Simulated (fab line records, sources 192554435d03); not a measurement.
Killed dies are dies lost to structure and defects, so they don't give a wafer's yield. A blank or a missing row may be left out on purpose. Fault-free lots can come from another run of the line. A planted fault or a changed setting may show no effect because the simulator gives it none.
fab line records    flow n5-finfet
record lots=7  wafers=21
route steps=1938 shown BEOL_M0_CUTY@705 BEOL_M0@726 BEOL_M1@833 BEOL_M2@845 BEOL_M3@963 BEOL_M4@1047 BEOL_M5@1120
start-h: hours from the record's opening day to when the first of the lot's shown wafers began    wait-h: how many hours have passed since the lot's step before this one    " the same as in the row above    L1.1+2: several wafers, shown together as one row    - value missing, or start not given    * or withheld: withheld    < > ~ a bound
route shown NAME@n: NAME is a module with steps in the file, n the number in the route of the first one    usual: mean/standard deviation taken from wafers without a fault    same: alike in all rows    chamber/n: place in a boat    sites: the reading at each site    _std_site: their standard deviation    _edge_site: the outer-site mean with the inner-site mean subtracted    radius-mm: how far each site lies from the wafer's centre    mask NAME#n: copy n    behind: tool/chamber where the wafer was last shaped    hold: the reason the lot was held/the length of the hold in hours/how it ended    device: names the non-switching transistor (n, p or np)    end of line: the tests these same wafers got at the end of their route    a step without rows: its recipe alone    killed: the dies lost at the first sort to structure and to defects; this is not the yield of the wafer    map: dies across one wafer; x = killed, . = not, _ = none there
set.NAME: the setting as run; set.NAME@STEP: as run at that earlier step    model.NAME: the simulator's own value behind a step, which no gauge read
lots run with intentionally changed settings; tables by step, rows by wafer
## steps
# step N5_BEOL_M0_CUTY_EXPOSE_54
# recipe mask-id=M0_ABLK  na=1.35  source-shape=conventional  sigma-outer=0.8  polarization=unpolarized  dose-mj=36
lot.wafer   tool             chamber  start-h  wait-h  mask       set.dose-mj
L075.1+2+3  arfi-scanner-01  0        132.49   -       M0_ABLK#0  36
L076.3+6    arfi-scanner-02  0        134.63   -       M0_ABLK#0  36
L076.4      "                0        "        "       M0_ABLK#0  38.44
L081.1+2    arfi-scanner-01  0        161.08   -       M0_ABLK#0  36
L081.3      "                0        "        "       M0_ABLK#0  37.26
L083.1+3    arfi-scanner-01  0        167.30   -       M0_ABLK#0  36
L083.2      "                0        "        "       M0_ABLK#0  38.1
L086.3+4+6  arfi-scanner-02  0        190.31   -       M0_ABLK#0  36
L089.1      arfi-scanner-02  0        207.90   -       M0_ABLK#0  36
L089.3+4    "                0        "        "       M0_ABLK#0  34.94
L090.4+6    arfi-scanner-03  0        212.92   -       M0_ABLK#0  36
L090.5      "                0        "        "       M0_ABLK#0  38.35
# step N5_BEOL_M0_CUTY_PEB_55
# recipe peb-temp-c=110  peb-time-s=60  resist=CAR-ArF-block
# step N5_BEOL_M0_CUTY_DEVELOP_56
# recipe develop-time-s=30  developer=TMAH  resist=CAR-ArF-block  rinse-liquid=diw  dry=air-spin  dev-temp-c=23
lot.wafer  tool            chamber  start-h  wait-h  set.spin-rpm@BEOL_M0_CUTY_COAT_51  model.CAR-ArF-block_of_BEOL_M0_CUTY_COAT_51.thk-nm
L075.1     litho-track-03  0        -        -       1500                               148
L075.2+3   "               0        "        "       1500                               148.4
L076.3     litho-track-04  0        -        -       1563                               145.2
L076.4     "               0        "        "       1500                               148.2
L076.6     "               0        "        "       1500                               148
L081.1     litho-track-04  0        -        -       1500                               148.6
L081.2     "               0        "        "       1500                               148.2
L081.3     "               0        "        "       1612                               143.4
L083.1     litho-track-04  0        -        -       1500                               147.8
L083.2     "               0        "        "       1500                               148.2
L083.3     "               0        "        "       1500                               148.4
L086.3     litho-track-03  0        -        -       1500                               149.2
L086.4     "               0        "        "       1362                               156
L086.6     "               0        "        "       1500                               149
L089.1     litho-track-01  0        -        -       1500                               148.4
L089.3+4   "               0        "        "       1500                               148.6
L090.4     litho-track-01  0        -        -       1500                               148.8
L090.5     "               0        "        "       1452                               151.2
L090.6     "               0        "        "       1500                               149
# step N5_BEOL_M0_CUTY_CD_MEAS_57
# recipe target-cd-nm=200  landing-energy-ev=500  detector=se-inlens  polarity=line
# usual cd-nm=200.2/0.82
lot.wafer  tool       chamber  start-h  wait-h  set.dose-mj@BEOL_M0_CUTY_EXPOSE_54  cd-nm
L075.1     cd-sem-02  0        132.61   -       36                                  201.4
L075.2     "          0        "        "       36                                  202.2
L075.3     "          0        "        "       36                                  201.2
L076.3     cd-sem-03  0        134.75   -       36                                  199.6
L076.4     "          0        "        "       38.44                               195.3
L076.6     "          0        "        "       36                                  199.1
L081.1     cd-sem-02  0        161.21   -       36                                  199.8
L081.2     "          0        "        "       36                                  199.9
L081.3     "          0        "        "       37.26                               198.0
L083.1     cd-sem-01  0        167.43   -       36                                  199.0
L083.2     "          0        "        "       38.1                                195.1
L083.3     "          0        "        "       36                                  198.7
L086.3     cd-sem-02  0        190.43   -       36                                  200.7
L086.4     "          0        "        "       36                                  200.9
L086.6     "          0        "        "       36                                  201.5
L089.1     cd-sem-03  0        208.02   -       36                                  200.2
L089.3     "          0        "        "       34.94                               201.9
L089.4     "          0        "        "       34.94                               202.5
L090.4     cd-sem-03  0        213.03   -       36                                  200.4
L090.5     "          0        "        "       38.35                               195.0
L090.6     "          0        "        "       36                                  200.6
# step N5_BEOL_M0_ETCH_109
# recipe chemistry=CH3F/O2  target-depth-a=80  overetch-a=24  target=SiCN  time-s=27.4  ion-energy-ev=120  pressure-mtorr=30  source-w=395  bias-w=75  Ar_flow_sccm=150  CH3F_flow_sccm=30  O2_flow_sccm=20
# usual rf-vpp-V=297.4/1.5
lot.wafer  tool         chamber  start-h  wait-h  set.bias-w  rf-vpp-V
L075.1     rie-diel-05  1        135.81   0.0     75          298.3
L075.2     "            3        "        "       75          299.3
L075.3     "            2        "        "       75          298.1
L076.3     rie-diel-01  1        137.11   0.1     75          299.6
L076.4     "            0        "        "       67.36       278.6
L076.6     "            1        "        "       75          297.1
L081.1     rie-diel-01  3        168.71   0.2     67.31       276.4
L081.2     "            2        "        "       67.31       276.0
L081.3     "            1        "        "       75          298.2
L083.1     rie-diel-05  2        170.07   0.3     75          295.9
L083.2     "            3        "        "       75          299.1
L083.3     "            2        "        "       75          297.0
L086.3     rie-diel-04  0        198.07   1.0     75          294.7
L086.4     "            3        "        "       65.84       274.9
L086.6     "            3        "        "       75          297.4
L089.1     rie-diel-04  3        211.23   0.0     61.86       265.3
L089.3     "            1        "        "       61.86       262.2
L089.4     "            3        "        "       75          299.4
L090.4     rie-diel-01  3        216.69   0.0     80.47       307.8
L090.5     "            3        "        "       80.47       309.1
L090.6     "            2        "        "       75          297.1
# step N5_BEOL_M1_CMP_52
# recipe stop-on=SiOC  t-overpolish-s=6.8  down-force-psi=1  platen-rpm=50  clearing-platen-down-force-psi=1.5  clearing-platen-rpm=50  post-cmp-clean=cu-alkaline  target-thk-nm=40  clearing-platen-pad-velocity-m-s=0.99484  pad-velocity-m-s=0.99484
# usual barrier-field-endpoint-s=24.6/0.56
lot.wafer  tool    chamber  start-h  wait-h  set.down-force-psi  barrier-field-endpoint-s
L075.3     cmp-03  3        145.56   0.2     1                   24.2
L075.1     "       0        "        "       1                   24.4
L075.2     "       1        "        "       1                   24.8
L076.4     cmp-02  3        150.51   0.2     1                   24.2
L076.3     "       1        "        "       0.8088              29.2
L076.6     "       2        "        "       1                   23.9
L081.3     cmp-02  1        178.79   0.2     0.779               31.8
L081.1     "       2        "        "       1                   24.5
L081.2     "       3        "        "       0.779               32.1
L083.2     cmp-01  0        181.49   0.2     1                   25.0
L083.3     "       1        "        "       1                   25.0
L083.1     "       2        "        "       0.8519              28.9
L086.4     cmp-03  2        208.19   0.2     1                   24.4
L086.3     "       3        "        "       1                   25.1
L086.6     "       0        "        "       1                   24.8
L089.3     cmp-01  3        222.62   0.2     1                   23.6
L089.4     "       0        "        "       1.165               20.1
L089.1     "       1        "        "       1.165               20.4
L090.4     cmp-03  3        228.11   0.2     1                   24.8
L090.6     "       0        "        "       1                   24.4
L090.5     "       1        "        "       1                   24.9
# step N5_BEOL_M2_COAT_61
# recipe resist=SOC  temp-c=250  time-s=60  spin-rpm=1500  resist-thk-nm=60
lot.wafer   tool            chamber  start-h  wait-h  set.spin-rpm  model.SOC_of_BEOL_M2_COAT_61.thk-nm
L075.1+2+3  litho-track-05  0        147.35   0.1     1500          60.2
L076.3      litho-track-05  0        151.86   0.1     1620          57.8
L076.4      "               0        "        "       1620          57.6
L076.6      "               0        "        "       1500          60
L081.1      litho-track-05  0        181.44   0.1     1344          63.4
L081.2      "               0        "        "       1500          60.2
L081.3      "               0        "        "       1344          63.6
L083.1      litho-track-03  0        182.97   0.1     1500          60.2
L083.2      "               0        "        "       1500          60
L083.3      "               0        "        "       1421          61.6
L086.3      litho-track-03  0        211.01   0.1     1364          62.8
L086.4      "               0        "        "       1500          59.8
L086.6      "               0        "        "       1500          60
L089.1+4    litho-track-05  0        223.78   0.1     1500          59.8
L089.3      "               0        "        "       1431          61.2
L090.4      litho-track-03  0        229.53   0.1     1500          60
L090.5+6    "               0        "        "       1500          60.2
# step N5_BEOL_M2_COAT_62
# recipe resist=SiARC  temp-c=220  time-s=60  spin-rpm=1500  resist-thk-nm=12
lot.wafer   tool            chamber  start-h  wait-h  set.spin-rpm  model.SiARC_of_BEOL_M2_COAT_62.thk-nm
L075.1+2+3  litho-track-05  0        -        -       1500          12
L076.3+4+6  litho-track-05  0        -        -       1500          12
L081.1      litho-track-05  0        -        -       1664          11.4
L081.2+3    "               0        "        "       1500          12
L083.1+2+3  litho-track-03  0        -        -       1500          12
L086.3      litho-track-03  0        -        -       1500          12.2
L086.4      "               0        "        "       1398          12.6
L086.6      "               0        "        "       1398          12.4
L089.1+3+4  litho-track-05  0        -        -       1653          11.4
L090.4+5+6  litho-track-03  0        -        -       1500          12
# step N5_BEOL_M2_COAT_73
# recipe resist=underlayer  temp-c=205  time-s=60  spin-rpm=1500  resist-thk-nm=5
# step N5_BEOL_M2_COAT_05
# recipe resist=CAR-EUV  spin-rpm=1500  resist-thk-nm=30
# step N5_BEOL_M2_DESCUM_16
# recipe chemistry=O2  time-s=7  source-power-w=50  bias-power-w=20  pressure-mtorr=20  rf-frequency-hz=2.712e+07  temp-c=40  resist=CAR-EUV  o2-flow-sccm=225
# step N5_BEOL_M2_ETCH_74
# recipe chemistry=N2/H2  target=underlayer  target-depth-a=65  mask-material=CAR-EUV  time-s=5.2  ion-energy-ev=200  pressure-mtorr=30  source-w=840  bias-w=150  n2-flow-sccm=200  h2-flow-sccm=200  ends=cleared
# step N5_BEOL_M2_ETCH_63
# recipe chemistry=CF4  target=SiARC  target-depth-a=156  mask-material=CAR-EUV  time-s=26  ion-energy-ev=80  pressure-mtorr=40  source-w=545  bias-w=36  Ar_flow_sccm=100  cf4-flow-sccm=100  ends=cleared
lot.wafer  tool         chamber  start-h  wait-h  set.spin-rpm@BEOL_M2_COAT_62  model.etch.depth-nm
L075.1+2   rie-diel-04  1,3      148.27   0.0     1500                          12.07
L075.3     "            0        "        "       1500                          12.1
L076.3     rie-diel-04  0        152.67   0.0     1500                          11.99
L076.4     "            3        "        "       1500                          12.04
L076.6     "            1        "        "       1500                          12.02
L081.1     rie-diel-05  0        182.01   0.0     1664                          11.48
L081.2     "            2        "        "       1500                          12.1
L081.3     "            3        "        "       1500                          12.09
L083.1+3   rie-diel-04  1,0      183.70   0.0     1500                          12.03
L083.2     "            3        "        "       1500                          12.05
L086.3     rie-diel-05  1        211.64   0.0     1500                          12.11
L086.4     "            2        "        "       1398                          12.51
L086.6     "            2        "        "       1398                          12.49
L089.1     rie-diel-05  2        224.48   0.0     1653                          11.41
L089.3     "            1        "        "       1653                          11.45
L089.4     "            3        "        "       1653                          11.43
L090.4     rie-diel-04  1        230.25   0.0     1500                          12.04
L090.5+6   "            2,3      "        "       1500                          12.02
# step N5_BEOL_M2_ETCH_64
# recipe chemistry=N2/H2  target=SOC  target-depth-a=750  overetch-a=225  mask-material=SiARC  temp-c=40  time-s=121.9  ion-energy-ev=200  pressure-mtorr=30  source-w=840  bias-w=150  n2-flow-sccm=200  h2-flow-sccm=200
lot.wafer  tool         chamber  start-h  wait-h  set.spin-rpm@BEOL_M2_COAT_61  model.etch.depth-nm
L075.1     rie-diel-04  1        148.30   0.0     1500                          60.13
L075.2     "            3        "        "       1500                          60.3
L075.3     "            0        "        "       1500                          60.26
L076.3     rie-diel-04  0        152.70   0.0     1620                          57.7
L076.4     "            3        "        "       1620                          57.68
L076.6     "            1        "        "       1500                          60.03
L081.1     rie-diel-05  0        182.04   0.0     1344                          63.47
L081.2     "            2        "        "       1500                          60.16
L081.3     "            3        "        "       1344                          63.5
L083.1     rie-diel-04  1        183.73   0.0     1500                          60.14
L083.2     "            3        "        "       1500                          59.95
L083.3     "            0        "        "       1421                          61.58
L086.3     rie-diel-05  1        211.67   0.0     1364                          62.86
L086.4     "            2        "        "       1500                          59.87
L086.6     "            2        "        "       1500                          60.06
L089.1     rie-diel-05  2        224.51   0.0     1500                          59.78
L089.3     "            1        "        "       1431                          61.26
L089.4     "            3        "        "       1500                          59.72
L090.4     rie-diel-04  1        230.32   0.1     1500                          60.09
L090.5     "            2        "        "       1500                          60.14
L090.6     "            3        "        "       1500                          60.17
# step N5_BEOL_M2_SPUTTER_86
# recipe material=Cu  target-thk-a=45  temp-c=-20  chamber-pressure-pa=0.07  power-w=withheld  time-s=8.29
lot.wafer   tool            chamber  start-h  wait-h  set.time-s  model.Cu_of_BEOL_M2_SPUTTER_86.thk-nm
L075.1+2+3  pvd-sputter-03  -        153.07   0.1     8.29        4.6
L076.3      pvd-sputter-01  -        156.42   0.1     9.161       4.8
L076.4+6    "               -        "        "       8.29        4.4
L081.1+2    pvd-sputter-03  -        186.13   0.1     7.485       4
L081.3      "               -        "        "       8.29        4.4
L083.1      pvd-sputter-01  -        189.25   0.1     8.29        4.6
L083.2      "               -        "        "       7.328       -
L083.3      "               -        "        "       7.328       4
L086.3+6    pvd-sputter-01  -        218.29   0.1     8.29        4.6
L086.4      "               -        "        "       8.29        4.4
L089.1      pvd-sputter-01  -        229.01   0.1     9.367       5
L089.3      "               -        "        "       8.29        4.4
L089.4      "               -        "        "       9.367       -
L090.4+5    pvd-sputter-02  -        234.79   0.1     8.29        4.2
L090.6      "               -        "        "       8.873       -
# step N5_BEOL_M3_EXPOSE_25
# recipe mask-id=V2  na=0.33  source-shape=quasar  sigma-inner=0.2  sigma-outer=0.8  polarization=unpolarized  defocus-nm=5  dose-mj=63
lot.wafer   tool            chamber  start-h  wait-h  mask  set.dose-mj
L075.1+2+3  euv-scanner-01  0        156.78   -       V2#0  63
L076.3+6    euv-scanner-02  0        161.73   -       V2#0  63
L076.4      "               0        "        "       V2#0  59.65
L081.1      euv-scanner-01  0        191.67   -       V2#0  63
L081.2+3    "               0        "        "       V2#0  60.82
L083.1+2+3  euv-scanner-01  0        192.80   -       V2#0  63
L086.3+6    euv-scanner-01  0        223.89   -       V2#0  60.73
L086.4      "               0        "        "       V2#0  63
L089.1+3+4  euv-scanner-02  0        233.15   -       V2#0  63
L090.4+5    euv-scanner-02  0        238.74   -       V2#0  63
L090.6      "               0        "        "       V2#0  58.92
# step N5_BEOL_M3_PEB_26
# recipe peb-temp-c=100  peb-time-s=60  resist=CAR-EUV
# step N5_BEOL_M3_DEVELOP_27
# recipe develop-time-s=30  developer=TMAH  resist=CAR-EUV  rinse-liquid=surfactant-rinse  dry=air-spin  dev-temp-c=23
# step N5_BEOL_M3_CD_MEAS_28
# recipe target-cd-nm=25.7  landing-energy-ev=500  detector=se-inlens  target-cd-y-nm=23.3  polarity=opening
# usual cd-nm=25.74/0.23
lot.wafer  tool       chamber  start-h  wait-h  set.dose-mj@BEOL_M3_EXPOSE_25  cd-nm
L075.1     cd-sem-03  0        156.93   -       63                             25.90
L075.2     "          0        "        "       63                             25.71
L075.3     "          0        "        "       63                             25.93
L076.3     cd-sem-03  0        161.86   -       63                             25.42
L076.4     "          0        "        "       59.65                          24.67
L076.6     "          0        "        "       63                             25.29
L081.1     cd-sem-03  0        191.81   -       63                             25.18
L081.2     "          0        "        "       60.82                          25.04
L081.3     "          0        "        "       60.82                          24.86
L083.1     cd-sem-01  0        192.94   -       63                             25.80
L083.2     "          0        "        "       63                             26.03
L083.3     "          0        "        "       63                             25.99
L086.3     cd-sem-03  0        224.01   -       60.73                          24.75
L086.4     "          0        "        "       63                             25.64
L086.6     "          0        "        "       60.73                          24.94
L089.1     cd-sem-02  0        233.29   -       63                             25.72
L089.3     "          0        "        "       63                             25.68
L089.4     "          0        "        "       63                             25.55
L090.4     cd-sem-01  0        238.86   -       63                             25.68
L090.5     "          0        "        "       63                             26.00
L090.6     "          0        "        "       58.92                          24.43
# step N5_BEOL_M4_COAT_67
# recipe resist=SOC  temp-c=250  time-s=60  spin-rpm=1500  resist-thk-nm=60
lot.wafer   tool            chamber  start-h  wait-h  set.spin-rpm  model.SOC_of_BEOL_M4_COAT_67.thk-nm
L075.1+2+3  litho-track-05  0        166.68   0.0     1500          60
L076.3      litho-track-05  0        174.11   0.0     1548          59.2
L076.4      "               0        "        "       1548          59
L076.6      "               0        "        "       1500          60
L081.1      litho-track-01  0        205.34   0.0     1622          57.4
L081.2      "               0        "        "       1500          60
L081.3      "               0        "        "       1500          59.8
L083.1+3    litho-track-02  0        205.88   0.0     1500          60.2
L083.2      "               0        "        "       1453          61
L086.3      litho-track-02  0        237.61   0.0     1500          59.8
L086.4      "               0        "        "       1615          58
L086.6      "               0        "        "       1615          57.8
L089.1      litho-track-01  0        243.96   0.0     1612          57.8
L089.3      "               0        "        "       1500          60.2
L089.4      "               0        "        "       1500          60
L090.4+5    litho-track-05  0        247.11   0.0     1500          59.8
L090.6      "               0        "        "       1500          60.2
# step N5_BEOL_M4_COAT_22
# recipe resist=CAR-EUV  spin-rpm=1500  resist-thk-nm=30
lot.wafer   tool            chamber  start-h  wait-h  set.spin-rpm  model.CAR-EUV_of_BEOL_M4_COAT_22.thk-nm
L075.1+3    litho-track-05  0        -        -       1500          30
L075.2      "               0        "        "       1500          30.2
L076.3+4+6  litho-track-05  0        -        -       1500          30
L081.1      litho-track-01  0        -        -       1602          29.2
L081.2      "               0        "        "       1500          30.2
L081.3      "               0        "        "       1602          29
L083.1+2    litho-track-02  0        -        -       1500          30
L083.3      "               0        "        "       1500          30.2
L086.3+6    litho-track-02  0        -        -       1500          30
L086.4      "               0        "        "       1500          30.2
L089.1+4    litho-track-01  0        -        -       1411          31
L089.3      "               0        "        "       1500          30.2
L090.4      litho-track-05  0        -        -       1500          30.2
L090.5      "               0        "        "       1594          29.2
L090.6      "               0        "        "       1594          29
# step N5_BEOL_M4_EBR_24
# recipe solvent=PGMEA  ebr-width-mm=1.5
# step N5_BEOL_M4_SOFTBAKE_23
# recipe temp-c=110  time-s=60  resist=CAR-EUV
# step N5_BEOL_M4_EXPOSE_25
# recipe mask-id=V3  na=0.33  source-shape=quasar  sigma-inner=0.2  sigma-outer=0.8  polarization=unpolarized  defocus-nm=5  dose-mj=63
# step N5_BEOL_M4_PEB_26
# recipe peb-temp-c=100  peb-time-s=60  resist=CAR-EUV
# step N5_BEOL_M4_DEVELOP_27
# recipe develop-time-s=30  developer=TMAH  resist=CAR-EUV  rinse-liquid=surfactant-rinse  dry=air-spin  dev-temp-c=23
lot.wafer   tool            chamber  start-h  wait-h  set.spin-rpm@BEOL_M4_COAT_22  model.CAR-EUV_of_BEOL_M4_COAT_22.thk-nm
L075.1+2+3  litho-track-05  0        -        -       1500                          29.6
L076.3+4+6  litho-track-01  0        -        -       1500                          29.6
L081.1      litho-track-01  0        -        -       1602                          28.8
L081.2      "               0        "        "       1500                          29.6
L081.3      "               0        "        "       1602                          28.6
L083.1+2+3  litho-track-02  0        -        -       1500                          29.6
L086.3+4+6  litho-track-05  0        -        -       1500                          29.6
L089.1+4    litho-track-01  0        -        -       1411                          30.6
L089.3      "               0        "        "       1500                          29.6
L090.4      litho-track-01  0        -        -       1500                          29.6
L090.5+6    "               0        "        "       1594                          28.6
# step N5_BEOL_M4_ALD_98
# recipe material=SiO2  target-thk-a=25  temp-c=100  ald-precursor-family=BDEAS  ald-co-reactant=O2-plasma  pulse-time-s=1  co-reactant-pulse-time-s=1  purge-time-s=2  co-reactant-purge-time-s=2  ald-cycles=17  pressure-torr=2
# step N5_BEOL_M4_ETCHBACK_99
# recipe chemistry=CHF3  target=SiO2  target-depth-a=50  time-s=10.4  source-w=215  bias-w=47  Ar_flow_sccm=200  CHF3_flow_sccm=12  ion-energy-ev=100  pressure-mtorr=30
# step N5_BEOL_M4_ETCH_70
# recipe chemistry=N2/H2  target=SOC  target-depth-a=800  overetch-a=240  mask-material=SiARC  temp-c=40  time-s=130  ion-energy-ev=200  pressure-mtorr=30  source-w=840  bias-w=150  n2-flow-sccm=200  h2-flow-sccm=200
lot.wafer  tool         chamber  start-h  wait-h  set.spin-rpm@BEOL_M4_COAT_67  model.etch.depth-nm
L075.1     rie-diel-01  2        171.84   0.0     1500                          59.99
L075.2     "            3        "        "       1500                          59.91
L075.3     "            1        "        "       1500                          60.1
L076.3     rie-diel-04  2        174.87   0.0     1548                          59.17
L076.4     "            1        "        "       1548                          59.03
L076.6     "            0        "        "       1500                          60.1
L081.1     rie-diel-04  0        206.96   0.0     1622                          57.43
L081.2     "            3        "        "       1500                          60.01
L081.3     "            1        "        "       1500                          59.88
L083.1     rie-diel-04  2        207.80   0.0     1500                          60.14
L083.2     "            3        "        "       1453                          61.05
L083.3     "            0        "        "       1500                          60.18
L086.3     rie-diel-01  0        242.06   0.0     1500                          59.88
L086.4     "            0        "        "       1615                          58.07
L086.6     "            3        "        "       1615                          57.82
L089.1     rie-diel-04  3        244.66   0.0     1612                          57.75
L089.3     "            1        "        "       1500                          60.18
L089.4     "            1        "        "       1500                          60
L090.4     rie-diel-04  2        252.34   0.0     1500                          59.81
L090.5     "            3        "        "       1500                          59.89
L090.6     "            1        "        "       1500                          60.12
# step N5_BEOL_M5_COAT_05
# recipe resist=CAR-EUV  spin-rpm=1500  resist-thk-nm=30
lot.wafer   tool            chamber  start-h  wait-h  set.spin-rpm  model.CAR-EUV_of_BEOL_M5_COAT_05.thk-nm
L075.1      litho-track-01  0        -        -       1500          30
L075.2+3    "               0        "        "       1500          30.2
L076.3+4+6  litho-track-04  0        -        -       1500          30.2
L081.1+3    litho-track-03  0        -        -       1586          29.2
L081.2      "               0        "        "       1500          30.2
L083.1      litho-track-04  0        -        -       1500          30.2
L083.2+3    "               0        "        "       1500          30
L086.3      litho-track-04  0        -        -       1500          30
L086.4      "               0        "        "       1596          29.2
L086.6      "               0        "        "       1500          30.2
L089.1      litho-track-04  0        -        -       1548          29.8
L089.3      "               0        "        "       1500          30
L089.4      "               0        "        "       1548          29.6
L090.4      litho-track-03  0        -        -       1500          30
L090.5+6    "               0        "        "       1602          29.2
## key
split step=N5_BEOL_M0_CUTY_EXPOSE_54  setting=dose-mj  stated=36  by=wafer
response step=N5_BEOL_M0_CUTY_CD_MEAS_57  reading=cd-nm  change=-0.678  per=1%  r=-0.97
split step=N5_BEOL_M0_ETCH_109  setting=bias-w  stated=75  by=wafer
response step=N5_BEOL_M0_ETCH_109  reading=rf-vpp-V  change=+1.94  per=1%  r=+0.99
split step=N5_BEOL_M1_CMP_52  setting=down-force-psi  stated=1  by=wafer
response step=N5_BEOL_M1_CMP_52  reading=barrier-field-endpoint-s  change=-0.278  per=1%  r=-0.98
split step=N5_BEOL_M2_COAT_61  setting=spin-rpm  stated=1500  by=wafer
response step=N5_BEOL_M2_COAT_61  reading=model.SOC_of_BEOL_M2_COAT_61.thk-nm  change=-0.308  per=1%  r=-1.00
response step=N5_BEOL_M2_ETCH_64  reading=model.etch.depth-nm  change=-0.312  per=1%  r=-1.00
split step=N5_BEOL_M2_COAT_62  setting=spin-rpm  stated=1500  by=wafer
response step=N5_BEOL_M2_COAT_62  reading=model.SiARC_of_BEOL_M2_COAT_62.thk-nm  change=-0.0519  per=1%  r=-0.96
response step=N5_BEOL_M2_ETCH_63  reading=model.etch.depth-nm  change=-0.0561  per=1%  r=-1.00
split step=N5_BEOL_M2_SPUTTER_86  setting=time-s  stated=8.29  by=wafer
response step=N5_BEOL_M2_SPUTTER_86  reading=model.Cu_of_BEOL_M2_SPUTTER_86.thk-nm  change=+0.0443  per=1%  r=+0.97
split step=N5_BEOL_M3_EXPOSE_25  setting=dose-mj  stated=63  by=wafer
response step=N5_BEOL_M3_CD_MEAS_28  reading=cd-nm  change=+0.172  per=1%  r=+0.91
split step=N5_BEOL_M4_COAT_67  setting=spin-rpm  stated=1500  by=wafer
response step=N5_BEOL_M4_COAT_67  reading=model.SOC_of_BEOL_M4_COAT_67.thk-nm  change=-0.286  per=1%  r=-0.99
response step=N5_BEOL_M4_ETCH_70  reading=model.etch.depth-nm  change=-0.293  per=1%  r=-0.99
split step=N5_BEOL_M4_COAT_22  setting=spin-rpm  stated=1500  by=wafer
response step=N5_BEOL_M4_COAT_22  reading=model.CAR-EUV_of_BEOL_M4_COAT_22.thk-nm  change=-0.158  per=1%  r=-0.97
response step=N5_BEOL_M4_DEVELOP_27  reading=model.CAR-EUV_of_BEOL_M4_COAT_22.thk-nm  change=-0.152  per=1%  r=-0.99
split step=N5_BEOL_M5_COAT_05  setting=spin-rpm  stated=1500  by=wafer
response step=N5_BEOL_M5_COAT_05  reading=model.CAR-EUV_of_BEOL_M5_COAT_05.thk-nm  change=-0.137  per=1%  r=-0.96
split outside-this-file step=N5_BEOL_M0_CUTY_COAT_51 setting=spin-rpm
# split outside-this-file: this setting was split too, and the file shows its column; the key of that split is in another file
